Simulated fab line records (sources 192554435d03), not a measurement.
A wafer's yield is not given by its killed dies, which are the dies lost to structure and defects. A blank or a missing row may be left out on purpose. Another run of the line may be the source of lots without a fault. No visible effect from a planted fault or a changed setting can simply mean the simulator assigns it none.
fab line records	flow n5Finfet	part 1 of 2: steps 1 to 22 of 32
record: lots: 5	wafers: 15	lastDay: 17
route steps=1938 shown BEOL_M13@1694 BEOL_M14@1716
lots that met no fault: from a run of the same line without faults
startH: start of the lot's first displayed wafer, in hours after the record's first day	waitH: hours from the lot's prior step to this one	" as in the row above	L1.1+2: several wafers, shown together as one row	- no value present, or no start provided	* or withheld: withheld	< > ~ a bound
route shown NAME@n: names a module that has steps shown in the file, with the first one's number in the route	usual: average and standard deviation across the fault-free wafers	same: alike in all rows	chamber/n: place in a boat	sites: the reading at each site	_std_site: how widely they spread, as a standard deviation	_edge_site: inner sites' mean taken away from outer sites' mean	radiusMm: how far each site lies from the wafer's centre	mask NAME#n: copy n	behind: the most recent tool/chamber to have shaped the wafer	hold: the reason the lot was held/the length of the hold in hours/how it ended	device: the transistor (n, p or np) that didn't switch	end of line: at the end of the route, the tests of the same wafers	step lacking rows: just its recipe	killed: not the wafer's yield, but the dies lost to structure and defects at the first sort	map: per-die view of a wafer (x killed, . not killed, _ where there is no die)
set.NAME: the setting as run; set.NAME@STEP: as run at that earlier step	model.NAME: the simulator's own value behind a step, which no gauge read
lots at selected steps of the route; one table per step, one row per wafer
services: when a tool's chamber went out of use (startH, in hours from the record's first day, below 0 if earlier), for how many hours, and the reason
== steps ==
step: N5_BEOL_M13_ETCH_68
recipe: chemistry: N2/H2	target: SOC	maskMaterial: SiARC	sourceW: 3000	biasW: 350	tempC: 40	timeS: 355	ionEnergyEv: 200	pressureMtorr: 30	n2FlowSccm: 200	h2FlowSccm: 200
usual: biasW: 350.2/1	drypumpMotorCurrentA: 5.5/0.53	oesProductAu: 0.75/0.074	rfVppV: 523/3.1	showerheadPlenumPTorr: 2.50/0.11	throttleValvePct: 17.76/0.19
lot.wafer	tool	chamber	startH	waitH	biasW	drypumpMotorCurrentA	oesProductAu	rfHoursCounterH	rfVppV	showerheadPlenumPTorr	throttleValvePct
L082.2	rieDiel-06	2	283.15	0.1	350.9	5.0	0.72	189	520	2.42	17.81
L082.3	"	1	"	"	348.6	4.9	0.74	178	523	2.43	17.80
L082.4	"	3	"	"	349.4	5.6	0.98	3	529	2.72	17.44
L083.1	rieDiel-01	2	289.09	0.1	351.4	6.3	0.69	195	525	2.52	17.67
L083.3	"	1	"	"	351.3	4.7	0.67	229	526	2.61	18.03
L083.6	"	1	"	"	350.7	4.7	0.68	-	527	2.61	18.03
L084.2	rieDiel-01	2	298.26	0.1	349.0	6.3	0.69	197	523	2.52	17.65
L084.3	"	0	"	"	350.8	5.4	0.74	149	520	2.33	17.62
L084.4	"	1	"	"	348.9	4.7	0.67	232	527	2.61	18.03
L092.1	rieDiel-02	1	347.58	0.1	350.0	6.2	0.73	200	520	2.42	17.71
L092.3	"	2	"	"	350.6	5.1	0.70	211	522	2.41	17.79
L092.5	"	0	"	"	350.1	5.2	0.80	-	527	2.67	17.57
L095.2	rieDiel-02	0	372.69	0.1	348.5	5.3	0.79	107	528	2.67	17.59
L095.4	"	2	"	"	350.6	5.1	0.70	218	520	2.41	17.81
L095.6	"	2	"	"	351.5	5.1	0.70	-	519	2.41	17.81
step: N5_BEOL_M13_STRIP_69
recipe: chemistry: N2/H2	tempC: 40	n2FlowSccm: 200	h2FlowSccm: 200	rfFrequencyHz: 6e+07
lot.wafer	tool	chamber	startH	waitH
L082.2+3+4	rieDiel-06	2,1,3	283.36	0.1
L083.1+3+6	rieDiel-01	2,1,1	289.30	0.1
L084.2+3+4	rieDiel-01	2,0,1	298.47	0.1
L092.1+3+5	rieDiel-02	1,2,0	347.79	0.1
L095.2+4+6	rieDiel-02	0,2,2	372.91	0.1
step: N5_BEOL_M13_TRENCH_ETCH_34
recipe: chemistry: C4F8/O2/Ar	target: SiOC	targetDepthA: 4134.7	maskMaterial: SOC	pressureMtorr: 30	sourceW: 3000	biasW: 700	Ar_flow_sccm: 400	C4F8_flow_sccm: 15	O2_flow_sccm: 8	heInnerTorr: 15	heOuterTorr: 30	timeS: 162.6	ionEnergyEv: 250
usual: O2_flow_sccm: 7.992/0.023	biasW: 699.7/2.5	drypumpMotorCurrentA: 5.5/0.53	heOuterTorr: 30.00/0.055	oesProductAu: 0.75/0.073	rfVppV: 664/3.8	showerheadPlenumPTorr: 3.37/0.14	throttleValvePct: 24.16/0.22
lot.wafer	tool	chamber	startH	waitH	O2_flow_sccm	biasW	drypumpMotorCurrentA	heOuterTorr	oesProductAu	rfHoursCounterH	rfVppV	showerheadPlenumPTorr	throttleValvePct
L082.2	rieDiel-06	2	283.37	0.0	8.018	697.4	5.0	30.00	0.72	189	662	3.28	24.25
L082.3	"	1	"	"	7.985	702.5	4.9	30.04	0.73	178	661	3.27	24.23
L082.4	"	3	"	"	8.012	698.8	5.6	30.05	0.97	4	672	3.63	23.82
L083.1	rieDiel-01	2	289.31	0.0	8.027	703.0	6.3	30.00	0.70	195	665	3.38	24.01
L083.3	"	1	"	"	7.984	701.2	4.7	30.00	0.67	229	668	3.52	24.55
L083.6	"	1	"	"	8.017	699.3	4.7	30.01	0.68	-	669	3.52	24.54
L084.2	rieDiel-01	2	298.48	0.0	7.970	706.5	6.3	29.93	0.70	198	665	3.38	23.99
L084.3	"	0	"	"	8.006	701.2	5.4	29.97	0.74	149	657	3.17	24.05
L084.4	"	1	"	"	7.972	697.6	4.7	29.99	0.68	232	668	3.52	24.54
L092.1	rieDiel-02	1	347.80	0.0	8.013	695.2	6.3	30.00	0.73	201	660	3.25	24.02
L092.3	"	2	"	"	7.993	703.4	5.1	29.99	0.71	211	662	3.25	24.15
L092.5	"	0	"	"	8.017	700.7	5.3	30.00	0.79	-	670	3.58	23.92
L095.2	rieDiel-02	0	372.92	0.0	7.973	697.0	5.3	29.93	0.80	107	669	3.57	23.93
L095.4	"	2	"	"	7.965	698.8	5.1	29.99	0.70	218	662	3.25	24.17
L095.6	"	2	"	"	7.995	698.2	5.1	29.97	0.70	-	660	3.25	24.18
step: N5_BEOL_M13_STRIP_70
recipe: chemistry: C4F8/O2/Ar	resist: SiARC	rfFrequencyHz: 6e+07
lot.wafer	tool	chamber	startH	waitH
L082.2+3+4	rieDiel-06	2,1,3	283.51	0.1
L083.1+3+6	rieDiel-01	2,1,1	289.45	0.1
L084.2+3+4	rieDiel-01	2,0,1	298.62	0.1
L092.1+3+5	rieDiel-02	1,2,0	347.93	0.1
L095.2+4+6	rieDiel-02	0,2,2	373.05	0.1
step: N5_BEOL_M13_OCD_MEAS_35
usual: trenchDepthNm: 409/4.6
lot.wafer	tool	chamber	startH	waitH	trenchDepthNm
L082.2	ocd-02	-	283.55	0.0	409
L082.3	"	-	"	"	405
L082.4	"	-	"	"	413
L083.1	ocd-02	-	289.49	0.0	406
L083.3	"	-	"	"	407
L083.6	"	-	"	"	406
L084.2	ocd-02	-	298.66	0.0	409
L084.3	"	-	"	"	407
L084.4	"	-	"	"	408
L092.1	ocd-02	-	347.97	0.0	406
L092.3	"	-	"	"	407
L092.5	"	-	"	"	408
L095.2	ocd-01	-	373.09	0.0	411
L095.4	"	-	"	"	407
L095.6	"	-	"	"	409
step: N5_BEOL_M13_STRIP_37
recipe: chemistry: N2/H2	powerW: 1000	tempC: 250	h2Frac: 0.65	overashFraction: 0.3	pressureMtorr: withheld	n2FlowSccm: 1750	h2FlowSccm: 3250
usual: drypumpMotorCurrentA: 5.56/0.18	heaterPowerW: 349/29	oesProductAu: 0.784/0.01
lot.wafer	tool	chamber	startH	waitH	drypumpMotorCurrentA	heaterPowerW	oesProductAu	rfHoursCounterH
L082.2	plasmaAsher-01	1	283.59	0.0	5.74	381	0.779	134
L082.3	"	1	"	"	5.75	386	0.793	-
L082.4	"	0	"	"	5.42	313	0.768	-
L083.1	plasmaAsher-02	0	289.70	0.2	5.38	350	0.788	81
L083.3	"	1	"	"	5.72	335	0.797	-
L083.6	"	0	"	"	5.35	341	0.794	-
L084.2	plasmaAsher-01	0	298.70	0.0	5.37	315	0.801	134
L084.3	"	0	"	"	5.43	323	0.778	-
L084.4	"	1	"	"	5.73	393	0.788	-
L092.1	plasmaAsher-01	1	348.01	0.0	5.77	390	0.763	144
L092.3	"	1	"	"	5.74	382	0.776	-
L092.5	"	0	"	"	5.42	317	0.789	-
L095.2	plasmaAsher-01	1	373.13	0.0	5.79	383	0.786	149
L095.4	"	0	"	"	5.40	323	0.791	-
L095.6	"	0	"	"	5.33	322	0.789	-
step: N5_BEOL_M13_ETCH_38
recipe: chemistry: CF4/N2	target: SiCN	targetDepthA: 675	taperDeg: 2	timeS: 71.9	ionEnergyEv: 150	maskMaterial: SiO2	pressureMtorr: 40	sourceW: 430	biasW: 70	Ar_flow_sccm: 100	cf4FlowSccm: 60	n2FlowSccm: 60
usual: biasW: 69.98/0.2	drypumpMotorCurrentA: 5.5/0.52	oesProductAu: 0.76/0.085	rfVppV: 381.3/2.3	showerheadPlenumPTorr: 2.17/0.088	throttleValvePct: 15.41/0.21
lot.wafer	tool	chamber	startH	waitH	biasW	drypumpMotorCurrentA	oesProductAu	rfHoursCounterH	rfVppV	showerheadPlenumPTorr	throttleValvePct
L082.2	rieDiel-01	1	285.20	-	70.11	4.7	0.67	227	382.7	2.27	15.77
L082.3	"	0	"	"	70.01	5.4	0.75	145	378.6	2.04	15.29
L082.4	"	1	"	"	69.85	4.7	0.67	-	384.3	2.27	15.75
L083.1	rieDiel-02	3	292.46	-	69.78	5.9	0.75	174	382.5	2.20	15.47
L083.3	"	1	"	"	69.91	6.3	0.75	181	379.8	2.10	15.30
L083.6	"	3	"	"	70.20	5.9	0.76	-	383.4	2.20	15.45
L084.2	rieDiel-02	2	298.78	-	70.19	5.1	0.71	196	380.2	2.10	15.46
L084.3	"	1	"	"	69.90	6.3	0.75	184	380.1	2.10	15.33
L084.4	"	1	"	"	69.96	6.3	0.74	-	379.2	2.10	15.33
L092.1	rieDiel-06	2	349.45	-	69.82	5.0	0.70	209	381.0	2.11	15.57
L092.3	"	1	"	"	69.53	4.9	0.72	200	380.4	2.11	15.60
L092.5	"	1	"	"	69.93	5.0	0.73	-	378.9	2.11	15.59
L095.2	rieDiel-01	2	377.99	-	70.01	6.3	0.68	223	382.2	2.17	15.43
L095.4	"	3	"	"	70.02	5.7	0.92	-	381.5	2.17	15.14
L095.6	"	0	"	"	70.18	5.4	0.72	-	377.1	2.03	15.37
step: N5_BEOL_M13_PRECLEAN_39
recipe: chemistry: residueRemover	timeS: 60	tempC: 40
lot.wafer	tool	chamber	startH	waitH
L082.2+3+4	wetBench-01	2,0,7	285.33	0.1
L083.1+3+6	wetBench-04	5,1,7	292.59	0.1
L084.2+3+4	wetBench-05	3,6,7	298.91	0.1
L092.1+3+5	wetBench-01	5,7,6	349.58	0.1
L095.2+4+6	wetBench-04	4,5,6	378.11	0.1
step: N5_BEOL_M13_SRD_40
recipe: timeS: 30	tempC: 23	rinseLiquid: diw	dry: n2Spin	spinRpm: 1500	dryTimeS: 30
lot.wafer	tool	chamber	startH	waitH
L082.2+3+4	wetBench-01	2,0,7	285.35	0.0
L083.1+3+6	wetBench-04	5,1,7	292.61	0.0
L084.2+3+4	wetBench-05	3,6,7	298.93	0.0
L092.1+3+5	wetBench-01	5,7,6	349.60	0.0
L095.2+4+6	wetBench-04	4,5,6	378.13	0.0
step: N5_BEOL_M13_DEGAS_41
recipe: ambient: vacuum	tempC: 250	timeS: 60
usual: heaterPowerW: 335/35
lot.wafer	tool	chamber	startH	waitH	heaterPowerW
L082.2	pvdSputter-01	-	288.26	2.9	327
L082.3	"	-	"	"	345
L082.4	"	-	"	"	321
L083.1	pvdSputter-02	-	293.36	0.7	305
L083.3	"	-	"	"	382
L083.6	"	-	"	"	360
L084.2	pvdSputter-01	-	299.01	0.1	293
L084.3	"	-	"	"	316
L084.4	"	-	"	"	351
L092.1	pvdSputter-03	-	349.89	0.3	400
L092.3	"	-	"	"	336
L092.5	"	-	"	"	298
L095.2	pvdSputter-03	-	378.61	0.5	397
L095.4	"	-	"	"	391
L095.6	"	-	"	"	289
step: N5_BEOL_M13_PRE_CLEAN_42
recipe: gas: H2/He	timeS: 30	tempC: 250
usual: heaterPowerW: 336/34
lot.wafer	tool	chamber	startH	waitH	heaterPowerW
L082.2	pvdSputter-01	-	288.30	0.0	333
L082.3	"	-	"	"	345
L082.4	"	-	"	"	325
L083.1	pvdSputter-02	-	293.40	0.0	310
L083.3	"	-	"	"	369
L083.6	"	-	"	"	362
L084.2	pvdSputter-01	-	299.05	0.0	288
L084.3	"	-	"	"	315
L084.4	"	-	"	"	348
L092.1	pvdSputter-03	-	349.93	0.0	393
L092.3	"	-	"	"	343
L092.5	"	-	"	"	295
L095.2	pvdSputter-03	-	378.65	0.0	401
L095.4	"	-	"	"	400
L095.6	"	-	"	"	299
step: N5_BEOL_M13_SPUTTER_43
recipe: material: TaN	targetThkA: 150	tempC: 50	biasV: 168.6	powerW: 15000	chamberPressurePa: 0.12	timeS: 24.19
usual: throttleValvePct: 29.6/1.1
lot.wafer	tool	chamber	startH	waitH	throttleValvePct
L082.2	pvdSputter-01	-	288.34	0.0	29.2
L082.3	"	-	"	"	29.5
L082.4	"	-	"	"	27.7
L083.1	pvdSputter-02	-	293.44	0.0	29.6
L083.3	"	-	"	"	27.2
L083.6	"	-	"	"	27.5
L084.2	pvdSputter-01	-	299.09	0.0	30.6
L084.3	"	-	"	"	27.6
L084.4	"	-	"	"	29.8
L092.1	pvdSputter-03	-	349.97	0.0	30.8
L092.3	"	-	"	"	28.6
L092.5	"	-	"	"	29.2
L095.2	pvdSputter-03	-	378.69	0.0	30.8
L095.4	"	-	"	"	30.4
L095.6	"	-	"	"	29.3
step: N5_BEOL_M13_SPUTTER_44
recipe: material: Ta	targetThkA: 100	tempC: 50	biasV: 80	powerW: 15000	chamberPressurePa: 0.07	timeS: 16.13
usual: throttleValvePct: 29.6/1.1
lot.wafer	tool	chamber	startH	waitH	throttleValvePct
L082.2	pvdSputter-01	-	288.42	0.0	28.8
L082.3	"	-	"	"	29.7
L082.4	"	-	"	"	27.4
L083.1	pvdSputter-02	-	293.52	0.0	29.7
L083.3	"	-	"	"	27.6
L083.6	"	-	"	"	27.3
L084.2	pvdSputter-01	-	299.17	0.0	31.2
L084.3	"	-	"	"	27.8
L084.4	"	-	"	"	29.7
L092.1	pvdSputter-03	-	350.05	0.0	30.9
L092.3	"	-	"	"	28.9
L092.5	"	-	"	"	29.1
L095.2	pvdSputter-03	-	378.77	0.0	30.9
L095.4	"	-	"	"	30.5
L095.6	"	-	"	"	29.3
step: N5_BEOL_M13_SPUTTER_45
recipe: material: Cu	targetThkA: 800	tempC: -20	biasV: 60	powerW: 26000	chamberPressurePa: 0.13	timeS: 13.33
usual: throttleValvePct: 29.6/1.1
lot.wafer	tool	chamber	startH	waitH	throttleValvePct
L082.2	pvdSputter-01	-	288.50	0.0	29.2
L082.3	"	-	"	"	29.8
L082.4	"	-	"	"	27.6
L083.1	pvdSputter-02	-	293.60	0.0	29.7
L083.3	"	-	"	"	27.6
L083.6	"	-	"	"	27.4
L084.2	pvdSputter-01	-	299.25	0.0	31.1
L084.3	"	-	"	"	27.7
L084.4	"	-	"	"	29.7
L092.1	pvdSputter-03	-	350.13	0.0	31.2
L092.3	"	-	"	"	28.8
L092.5	"	-	"	"	29.2
L095.2	pvdSputter-03	-	378.85	0.0	31.1
L095.4	"	-	"	"	30.6
L095.6	"	-	"	"	29.1
step: N5_BEOL_M13_ECD_47
recipe: material: Cu	targetThkA: 9360
lot.wafer	tool	chamber	startH	waitH
L082.2+3+4	ecdCu-01	0,1,0	288.61	0.1
L083.1+3+6	ecdCu-01	1,1,0	293.72	0.1
L084.2+3+4	ecdCu-02	1,0,1	299.37	0.1
L092.1+3+5	ecdCu-01	0,0,1	350.25	0.1
L095.2+4+6	ecdCu-01	0,1,0	378.96	0.1
step: N5_BEOL_M13_ANNEAL_48
recipe: tempC: 225	timeS: 90	ambient: N2
usual: wafer_temp_C_max: 225.72/0.24
lot.wafer	tool	chamber	startH	waitH	wafer_temp_C_max
L082.2	rtpAnneal-01	0	288.82	0.2	225.81
L082.3	"	0	"	"	225.94
L082.4	"	0	"	"	225.64
L083.1	rtpAnneal-02	0	293.88	0.1	225.87
L083.3	"	0	"	"	226.04
L083.6	"	0	"	"	225.74
L084.2	rtpAnneal-02	0	299.75	0.3	225.83
L084.3	"	0	"	"	225.91
L084.4	"	0	"	"	225.67
L092.1	rtpAnneal-02	0	351.04	0.7	225.79
L092.3	"	0	"	"	225.79
L092.5	"	0	"	"	225.87
L095.2	rtpAnneal-01	0	379.17	0.2	225.66
L095.4	"	0	"	"	225.42
L095.6	"	0	"	"	225.57
step: N5_BEOL_M13_CMP_49
recipe: stopOn: SiOC	tOverpolishS: 17.1	downForcePsi: 1	platenRpm: 50	clearingPlatenDownForcePsi: 1.5	clearingPlatenRpm: 50	postCmpClean: cuAlkaline	targetThkNm: 420	clearingPlatenPadVelocityMS: 0.99484	padVelocityMS: 0.99484
usual: barrierFieldEndpointS: 30.2/0.51	clearingPlatenDownForcePsi: 1.5003/0.0029	motorCurrentA: 6.3/0.59	overpolishRunS: 17.100/0.0083	slurryFlowMlMin: 150.0/0.49
lot.wafer	tool	chamber	startH	waitH	barrierFieldEndpointS	clearingPlatenDownForcePsi	motorCurrentA	overpolishRunS	slurryFlowMlMin
L082.4	cmp-02	2	289.07	0.1	31.0	1.5052	7.1	17.106	149.0
L082.3	"	3	"	"	29.6	1.4999	6.2	17.098	149.7
L082.2	"	1	"	"	30.4	1.4985	6.3	17.100	150.4
L083.1	cmp-04	2	294.23	0.3	29.4	1.5048	6.9	17.099	149.9
L083.3	"	0	"	"	29.3	1.4990	5.9	17.102	150.6
L083.6	"	2	"	"	29.4	1.5025	7.6	17.082	149.7
L084.4	cmp-04	3	300.04	0.2	28.9	1.5021	5.5	17.095	148.8
L084.2	"	0	"	"	30.1	1.5004	5.7	17.104	150.8
L084.3	"	1	"	"	29.5	1.4981	5.5	17.114	149.8
L092.3	cmp-03	2	351.34	0.2	29.8	1.5051	5.8	17.091	150.1
L092.1	"	0	"	"	30.1	1.5018	6.4	17.100	149.8
L092.5	"	2	"	"	29.3	1.5005	6.1	17.091	150.3
L095.2	cmp-03	2	379.42	0.2	30.2	1.4994	5.7	17.112	149.7
L095.4	"	0	"	"	30.8	1.4969	6.4	17.092	149.7
L095.6	"	2	"	"	29.9	1.5004	5.9	17.096	149.8
step: N5_BEOL_M13_THK_MEAS_50
recipe: thkMeasGauge: xrf	reads: Cu_of_BEOL_M13_ECD_47
usual: M13_THK: 416/5.3
lot.wafer	tool	chamber	startH	waitH	M13_THK[nm]
L082.2	filmMetro-01	-	289.37	-	412
L082.3	"	-	"	"	409
L082.4	"	-	"	"	418
L083.1	filmMetro-01	-	294.49	-	414
L083.3	"	-	"	"	413
L083.6	"	-	"	"	414
L084.2	filmMetro-02	-	300.30	-	418
L084.3	"	-	"	"	415
L084.4	"	-	"	"	416
L092.1	filmMetro-02	-	351.63	-	417
L092.3	"	-	"	"	423
L092.5	"	-	"	"	419
L095.2	filmMetro-02	-	379.72	-	414
L095.4	"	-	"	"	414
L095.6	"	-	"	"	414
step: N5_BEOL_M13_PRE_CLEAN_52
recipe: gas: NH3	timeS: 15	tempC: withheld	rfPowerW: 300
lot.wafer	tool	chamber	startH	waitH
L082.2+3+4	pecvd-01	2,1,2	289.41	0.0
L083.1+3+6	pecvd-01	0,1,2	294.53	0.0
L084.2+3+4	pecvd-04	2,1,1	300.34	0.0
L092.1+3+5	pecvd-04	1,2,1	351.67	0.0
L095.2+4+6	pecvd-04	0,2,1	379.76	0.0
step: N5_BEOL_M13_DEP_53
recipe: material: SiCN	targetThkA: 500	tempC: withheld	precursor: 3MS/NH3	pressureTorr: 3	rfW: 675	timeS: 17.8
usual: showerheadPlenumPTorr: 4.161/0.023	throttleValvePct: 18.1/1.1
lot.wafer	tool	chamber	startH	waitH	showerheadPlenumPTorr	throttleValvePct
L082.2	pecvd-01	2	289.43	0.0	4.135	18.3
L082.3	"	1	"	"	4.175	19.2
L082.4	"	2	"	"	4.132	18.2
L083.1	pecvd-01	0	294.55	0.0	4.161	18.7
L083.3	"	1	"	"	4.175	19.2
L083.6	"	2	"	"	4.137	18.4
L084.2	pecvd-04	2	300.36	0.0	4.124	16.6
L084.3	"	1	"	"	4.160	19.0
L084.4	"	1	"	"	4.150	19.1
L092.1	pecvd-04	1	351.70	0.0	4.157	18.8
L092.3	"	2	"	"	4.140	17.1
L092.5	"	1	"	"	4.168	19.0
L095.2	pecvd-04	0	379.78	0.0	4.181	17.9
L095.4	"	2	"	"	4.131	17.0
L095.6	"	1	"	"	4.161	18.6
step: N5_BEOL_M13_RS_MEAS_54
recipe: thkMeasGauge: four-point-probe	reads: Cu_of_BEOL_M13_ECD_47+Ta_of_BEOL_M13_SPUTTER_44+TaN_of_BEOL_M13_SPUTTER_43
usual: M13_RS: 0.0454/0.00053
lot.wafer	tool	chamber	startH	waitH	M13_RS[ohm/sq]
L082.2	filmMetro-02	-	289.50	0.1	0.0455
L082.3	"	-	"	"	0.0457
L082.4	"	-	"	"	0.0448
L083.1	filmMetro-02	-	294.62	0.0	0.0457
L083.3	"	-	"	"	0.0454
L083.6	"	-	"	"	0.0457
L084.2	filmMetro-02	-	300.43	0.1	0.0453
L084.3	"	-	"	"	0.0456
L084.4	"	-	"	"	0.0456
L092.1	filmMetro-01	-	351.76	0.0	0.0458
L092.3	"	-	"	"	0.0456
L092.5	"	-	"	"	0.0456
L095.2	filmMetro-01	-	379.85	0.1	0.0453
L095.4	"	-	"	"	0.0455
L095.6	"	-	"	"	0.0454
step: N5_BEOL_M13_INSPECT_55
recipe: inspectInstrument: darkfield	mode: postDep
usual: rawDefectCount: 76/26
lot.wafer	tool	chamber	startH	waitH	rawDefectCount
L082.2	defectInspect-01	-	289.52	0.0	114
L082.3	"	-	"	"	74
L082.4	"	-	"	"	115
L083.1	defectInspect-02	-	294.64	0.0	76
L083.3	"	-	"	"	117
L083.6	"	-	"	"	79
L084.2	defectInspect-01	-	300.45	0.0	54
L084.3	"	-	"	"	87
L084.4	"	-	"	"	93
L092.1	defectInspect-01	-	351.79	0.0	47
L092.3	"	-	"	"	61
L092.5	"	-	"	"	57
L095.2	defectInspect-01	-	379.87	0.0	41
L095.4	"	-	"	"	82
L095.6	"	-	"	"	48
